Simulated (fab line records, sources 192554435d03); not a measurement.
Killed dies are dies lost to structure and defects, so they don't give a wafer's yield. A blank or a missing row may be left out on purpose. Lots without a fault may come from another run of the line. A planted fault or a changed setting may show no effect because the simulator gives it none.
Chamber matching | flow n5_finfet | N5_BEOL_M8_ETCH_62 on rie_diel-04: 4 sister chambers
The step etches SOC in N2/H2, target depth 110 nm, overetch 22 nm, time 165 s. 4 wafers are shown with their chamber, then 10 later ones without.

WAFERS WITH THEIR CHAMBER
wafer  | chamber | drypump_motor_current_A (A)
L087.6 | 0       | 6.0
L089.6 | 2       | 5.6
L093.4 | 1       | 6.6
L093.5 | 3       | 6.3

WAFERS WITHOUT THEIR CHAMBER
wafer  | drypump_motor_current_A (A)
L093.6 | 5.5
L094.1 | 5.5
L094.4 | 6.3
L094.6 | 6.6
L092.1 | 5.5
L092.3 | 6.0
L092.4 | 6.3
L096.2 | 5.6
L096.4 | 6.0
L096.5 | 6.6

WHICH CHAMBER EACH WENT THROUGH
wafer  | from the rows above | in truth
L093.6 | 2                   | 2
L094.1 | 2                   | 2
L094.4 | 3                   | 3
L094.6 | 1                   | 1
L092.1 | 2                   | 2
L092.3 | 0                   | 0
L092.4 | 3                   | 3
L096.2 | 2                   | 2
L096.4 | 0                   | 0
L096.5 | 1                   | 1
Placed correctly: 10 of 10. Can't be placed from these rows: 0. Placed wrongly: 0.
How it was worked out, from the rows above alone: a wafer's distance from a chamber is the root of the sum, over the readings, of the square of ((its reading less the chamber's mean) divided by the reading's scatter). The wafer belongs to the nearest chamber; if the next one is less than 2 further off, it can't be placed. A chamber's mean is the mean of its shown wafers. The scatter: with one shown wafer a chamber, the root of the mean of the squares of how far each hidden wafer lies from its nearest shown one.
